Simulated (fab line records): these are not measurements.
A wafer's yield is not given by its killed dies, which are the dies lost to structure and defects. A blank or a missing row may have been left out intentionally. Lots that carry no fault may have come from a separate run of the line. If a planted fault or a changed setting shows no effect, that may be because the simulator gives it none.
The tool behind it: which one? :: flow n5 finfet :: 11 lots with 31 wafers sampled at 4 steps, on a route of 1938 steps

WHAT THE GAUGES SHOWED, per wafer
N5_BEOL_M15_THK_MEAS_01. Usual: M15_ILD_THK 1635 nm, standard deviation 20.
lot: L841
measured: day 12 18:43
on: film metro-02
M15_ILD_THK (nm): 1596 1636 1639
flag: 

lot: L844
measured: day 13 13:12
on: film metro-02
M15_ILD_THK (nm): 1627 1649
flag: 

lot: L845
measured: day 13 23:24
on: film metro-01
M15_ILD_THK (nm): 1640 1629 1683
flag: 

lot: L847
measured: day 14 00:08
on: film metro-01
M15_ILD_THK (nm): 1679 1636
flag: 

lot: L846
measured: day 14 05:42
on: film metro-02
M15_ILD_THK (nm): 1613 1596 1635
flag: 

lot: L848
measured: day 14 08:43
on: film metro-02
M15_ILD_THK (nm): 1662 1620 1679
flag: 

lot: L853
measured: day 16 02:10
on: film metro-02
M15_ILD_THK (nm): 1625 1627 1654
flag: 

lot: L858
measured: day 16 15:37
on: film metro-02
M15_ILD_THK (nm): 1623 1637 1658
flag: 

lot: L861
measured: day 18 09:14
on: film metro-02
M15_ILD_THK (nm): 1602 1606 1613
flag: 

lot: L864
measured: day 18 21:07
on: film metro-01
M15_ILD_THK (nm): 1602 1627 1614
flag: 

lot: L863
measured: day 19 01:22
on: film metro-01
M15_ILD_THK (nm): 1634 1624 1672
flag: 

WHAT TOOL EACH LOT RAN ON (gives the tool, then ch and the chambers of the sampled wafers, and finally the start)
lot: L841
N5_BEOL_M14_DESCUM_33: rie diel-02 ch 2,3, day 12 16:09
N5_BEOL_M14_ETCH_67: rie diel-02 ch 2,3, day 12 16:11
N5_BEOL_M14_SPUTTER_43: pvd sputter-03, day 12 17:09

lot: L844
N5_BEOL_M14_DESCUM_33: rie diel-06 ch 0,3, day 13 06:19
N5_BEOL_M14_ETCH_67: rie diel-06 ch 0,3, day 13 06:21
N5_BEOL_M14_SPUTTER_43: pvd sputter-03, day 13 09:55

lot: L845
N5_BEOL_M14_DESCUM_33: rie diel-06 ch 1,2,3, day 13 19:20
N5_BEOL_M14_ETCH_67: rie diel-06 ch 1,2,3, day 13 19:22
N5_BEOL_M14_SPUTTER_43: pvd sputter-01, day 13 21:47

lot: L847
N5_BEOL_M14_DESCUM_33: rie diel-05 ch 0,3, day 13 21:01
N5_BEOL_M14_ETCH_67: rie diel-05 ch 0,3, day 13 21:07
N5_BEOL_M14_SPUTTER_43: pvd sputter-01, day 13 22:24

lot: L846
N5_BEOL_M14_DESCUM_33: rie diel-02 ch 1,2, day 14 00:59
N5_BEOL_M14_ETCH_67: rie diel-02 ch 1,2, day 14 01:01
N5_BEOL_M14_SPUTTER_43: pvd sputter-01, day 14 04:12

lot: L848
N5_BEOL_M14_DESCUM_33: rie diel-06 ch 0,1,2, day 14 04:47
N5_BEOL_M14_ETCH_67: rie diel-06 ch 0,1,2, day 14 04:49
N5_BEOL_M14_SPUTTER_43: pvd sputter-03, day 14 07:13

lot: L853
N5_BEOL_M14_DESCUM_33: rie diel-05 ch 0,2, day 15 21:10
N5_BEOL_M14_ETCH_67: rie diel-05 ch 0,2, day 15 21:12
N5_BEOL_M14_SPUTTER_43: pvd sputter-01, day 16 00:40

lot: L858
N5_BEOL_M14_DESCUM_33: rie diel-06 ch 1,2,3, day 16 08:30
N5_BEOL_M14_ETCH_67: rie diel-06 ch 1,2,3, day 16 08:32
N5_BEOL_M14_SPUTTER_43: pvd sputter-02, day 16 13:51

lot: L861
N5_BEOL_M14_DESCUM_33: rie diel-06 ch 0,2,3, day 18 05:54
N5_BEOL_M14_ETCH_67: rie diel-06 ch 0,2,3, day 18 05:56
N5_BEOL_M14_SPUTTER_43: pvd sputter-03, day 18 07:24

lot: L864
N5_BEOL_M14_DESCUM_33: rie diel-06 ch 0,1,2, day 18 17:53
N5_BEOL_M14_ETCH_67: rie diel-06 ch 0,1,2, day 18 17:56
N5_BEOL_M14_SPUTTER_43: pvd sputter-02, day 18 19:31

lot: L863
N5_BEOL_M14_DESCUM_33: rie diel-06 ch 1,2,3, day 18 19:40
N5_BEOL_M14_ETCH_67: rie diel-06 ch 1,2,3, day 18 19:42
N5_BEOL_M14_SPUTTER_43: pvd sputter-03, day 18 22:50
- N5_BEOL_M14_DESCUM_33: chemistry O2, time 7.9 s.
- N5_BEOL_M14_ETCH_67: etches SiARC in CF4, target depth 143 nm, time 238.3 s.
- N5_BEOL_M14_SPUTTER_43: material TaN, target thk 15 nm, time 24.19 s.

WHAT THE TOOLS THEMSELVES READ (means of the sampled wafers that have a number; where no wafer has one, the mark that the record gives instead)
N5_BEOL_M14_DESCUM_33. Usual: drypump motor current A 5.7 A, standard deviation 0.4; oes product au 0.81 a.u., standard deviation 0.096; rf fwd power W 49.39 W, standard deviation 0.25; rf vpp V 243.2 V, standard deviation 1; showerhead plenum p Torr 2.09 Torr, standard deviation 0.039; throttle valve pct 20.41 %, standard deviation 0.23.
lot: L841
tool: rie diel-02
drypump motor current A (A): 6.0
oes product au (a.u.): 0.83
rf fwd power W (W): 49.61
rf vpp V (V): 244.4
showerhead plenum p Torr (Torr): 2.15
throttle valve pct (%): 20.39
flag: 

lot: L844
tool: rie diel-06
drypump motor current A (A): 5.8
oes product au (a.u.): 0.77
rf fwd power W (W): 49.29
rf vpp V (V): 242.3
showerhead plenum p Torr (Torr): 2.09
throttle valve pct (%): 20.55
flag: 

lot: L845
tool: rie diel-06
drypump motor current A (A): 6.0
oes product au (a.u.): 0.73
rf fwd power W (W): 49.39
rf vpp V (V): 243.4
showerhead plenum p Torr (Torr): 2.08
throttle valve pct (%): 20.40
flag: 

lot: L847
tool: rie diel-05
drypump motor current A (A): 5.8
oes product au (a.u.): 0.76
rf fwd power W (W): 49.20
rf vpp V (V): 243.0
showerhead plenum p Torr (Torr): 2.10
throttle valve pct (%): 20.57
flag: 

lot: L846
tool: rie diel-02
drypump motor current A (A): 5.5
oes product au (a.u.): 0.85
rf fwd power W (W): 49.65
rf vpp V (V): 243.2
showerhead plenum p Torr (Torr): 2.09
throttle valve pct (%): 20.36
flag: 

lot: L848
tool: rie diel-06
drypump motor current A (A): 6.0
oes product au (a.u.): 0.77
rf fwd power W (W): 49.29
rf vpp V (V): 242.9
showerhead plenum p Torr (Torr): 2.08
throttle valve pct (%): 20.34
flag: 

lot: L853
tool: rie diel-05
drypump motor current A (A): 6.0
oes product au (a.u.): 0.75
rf fwd power W (W): 49.61
rf vpp V (V): 242.3
showerhead plenum p Torr (Torr): 2.07
throttle valve pct (%): 20.65
flag: 

lot: L858
tool: rie diel-06
drypump motor current A (A): 5.9
oes product au (a.u.): 0.83
rf fwd power W (W): 49.46
rf vpp V (V): 242.7
showerhead plenum p Torr (Torr): 2.07
throttle valve pct (%): 20.32
flag: 

lot: L861
tool: rie diel-06
drypump motor current A (A): 6.0
oes product au (a.u.): 0.91
rf fwd power W (W): 49.27
rf vpp V (V): 242.8
showerhead plenum p Torr (Torr): 2.07
throttle valve pct (%): 20.37
flag: 

lot: L864
tool: rie diel-06
drypump motor current A (A): 5.9
oes product au (a.u.): 0.83
rf fwd power W (W): 49.20
rf vpp V (V): 244.4
showerhead plenum p Torr (Torr): 2.07
throttle valve pct (%): 20.28
flag: 

lot: L863
tool: rie diel-06
drypump motor current A (A): 5.9
oes product au (a.u.): 0.88
rf fwd power W (W): 49.24
rf vpp V (V): 242.5
showerhead plenum p Torr (Torr): 2.06
throttle valve pct (%): 20.24
flag: 

N5_BEOL_M14_ETCH_67. Usual: drypump motor current A 5.7 A (standard deviation 0.4); etch rf on time s 238 s (standard deviation 4.6); oes product au 0.69 a.u. (standard deviation 0.08); rf fwd power W 543.4 W (standard deviation 1.8); rf vpp V 184.1 V (standard deviation 0.94); showerhead plenum p Torr 2.14 Torr (standard deviation 0.04); throttle valve pct 15.59 % (standard deviation 0.2).
lot: L841
tool: rie diel-02
drypump motor current A (A): 6.0
etch rf on time s (s): 237
oes product au (a.u.): 0.70
rf fwd power W (W): 545.9
rf vpp V (V): 185.7
showerhead plenum p Torr (Torr): 2.19
throttle valve pct (%): 15.57
flag: 

lot: L844
tool: rie diel-06
drypump motor current A (A): 5.8
etch rf on time s (s): 237
oes product au (a.u.): 0.66
rf fwd power W (W): 543.1
rf vpp V (V): 183.3
showerhead plenum p Torr (Torr): 2.13
throttle valve pct (%): 15.66
flag: 

lot: L845
tool: rie diel-06
drypump motor current A (A): 5.9
etch rf on time s (s): 241
oes product au (a.u.): 0.62
rf fwd power W (W): 544.0
rf vpp V (V): 183.5
showerhead plenum p Torr (Torr): 2.13
throttle valve pct (%): 15.70
flag: 

lot: L847
tool: rie diel-05
drypump motor current A (A): 5.8
etch rf on time s (s): 238
oes product au (a.u.): 0.64
rf fwd power W (W): 543.1
rf vpp V (V): 184.1
showerhead plenum p Torr (Torr): 2.13
throttle valve pct (%): 15.66
flag: 

lot: L846
tool: rie diel-02
drypump motor current A (A): 5.5
etch rf on time s (s): 239
oes product au (a.u.): 0.72
rf fwd power W (W): 544.3
rf vpp V (V): 183.8
showerhead plenum p Torr (Torr): 2.14
throttle valve pct (%): 15.48
flag: 

lot: L848
tool: rie diel-06
drypump motor current A (A): 5.9
etch rf on time s (s): 240
oes product au (a.u.): 0.65
rf fwd power W (W): 543.4
rf vpp V (V): 184.5
showerhead plenum p Torr (Torr): 2.15
throttle valve pct (%): 15.65
flag: 

lot: L853
tool: rie diel-05
drypump motor current A (A): 6.0
etch rf on time s (s): 242
oes product au (a.u.): 0.63
rf fwd power W (W): 543.9
rf vpp V (V): 182.9
showerhead plenum p Torr (Torr): 2.11
throttle valve pct (%): 15.71
flag: 

lot: L858
tool: rie diel-06
drypump motor current A (A): 5.9
etch rf on time s (s): 239
oes product au (a.u.): 0.70
rf fwd power W (W): 544.4
rf vpp V (V): 183.7
showerhead plenum p Torr (Torr): 2.13
throttle valve pct (%): 15.57
flag: 

lot: L861
tool: rie diel-06
drypump motor current A (A): 6.0
etch rf on time s (s): 234
oes product au (a.u.): 0.77
rf fwd power W (W): 542.9
rf vpp V (V): 183.3
showerhead plenum p Torr (Torr): 2.12
throttle valve pct (%): 15.47
flag: 

lot: L864
tool: rie diel-06
drypump motor current A (A): 6.0
etch rf on time s (s): 239
oes product au (a.u.): 0.70
rf fwd power W (W): 543.9
rf vpp V (V): 183.9
showerhead plenum p Torr (Torr): 2.14
throttle valve pct (%): 15.55
flag: 

lot: L863
tool: rie diel-06
drypump motor current A (A): 5.9
etch rf on time s (s): 234
oes product au (a.u.): 0.75
rf fwd power W (W): 543.5
rf vpp V (V): 183.7
showerhead plenum p Torr (Torr): 2.12
throttle valve pct (%): 15.45
flag: 

N5_BEOL_M14_SPUTTER_43. Usual: cathode dc power W 15000 W, standard deviation 2.4; throttle valve pct 30.0 %, standard deviation 0.99.
lot: L841
tool: pvd sputter-03
cathode dc power W (W): 14999
throttle valve pct (%): 29.7
flag: 

lot: L844
tool: pvd sputter-03
cathode dc power W (W): 15002
throttle valve pct (%): 30.4
flag: 

lot: L845
tool: pvd sputter-01
cathode dc power W (W): 15000
throttle valve pct (%): 30.2
flag: 

lot: L847
tool: pvd sputter-01
cathode dc power W (W): 15000
throttle valve pct (%): 29.1
flag: 

lot: L846
tool: pvd sputter-01
cathode dc power W (W): 14999
throttle valve pct (%): 30.1
flag: 

lot: L848
tool: pvd sputter-03
cathode dc power W (W): 15003
throttle valve pct (%): 30.4
flag: 

lot: L853
tool: pvd sputter-01
cathode dc power W (W): 15473
throttle valve pct (%): 29.3
flag: OFF

lot: L858
tool: pvd sputter-02
cathode dc power W (W): 14998
throttle valve pct (%): 30.2
flag: 

lot: L861
tool: pvd sputter-03
cathode dc power W (W): 15000
throttle valve pct (%): 29.8
flag: 

lot: L864
tool: pvd sputter-02
cathode dc power W (W): 15001
throttle valve pct (%): 30.0
flag: 

lot: L863
tool: pvd sputter-03
cathode dc power W (W): 14997
throttle valve pct (%): 29.8
flag: 

THE ANSWER, worked out from the rows above alone
Rule: a lot counts as off when the mean over its wafers that have a number is more than 3 standard deviations away from the usual mean. Also off: a lot with no number at a reading for which 4 or more lots have one. All remaining lots with rows at the step are treated as sound. The gauges are gone through in route order, then the tools' own readings, and for those a lot's mean is taken as printed above. At the first step where some lot is off, the reading lying furthest off is the one used; lots without a number count as furthest.
Off at N5_BEOL_M14_SPUTTER_43 (cathode dc power W): L853.
If a tool, at that step or one of the process steps before it, ran each lot that is off and ran no sound lot following the first of them, it fits. Can't be told from this: 2 tools fit, rie diel-05 at N5_BEOL_M14_DESCUM_33 and N5_BEOL_M14_ETCH_67, pvd sputter-01 at N5_BEOL_M14_SPUTTER_43.

WHAT THE SIMULATOR PUT IN
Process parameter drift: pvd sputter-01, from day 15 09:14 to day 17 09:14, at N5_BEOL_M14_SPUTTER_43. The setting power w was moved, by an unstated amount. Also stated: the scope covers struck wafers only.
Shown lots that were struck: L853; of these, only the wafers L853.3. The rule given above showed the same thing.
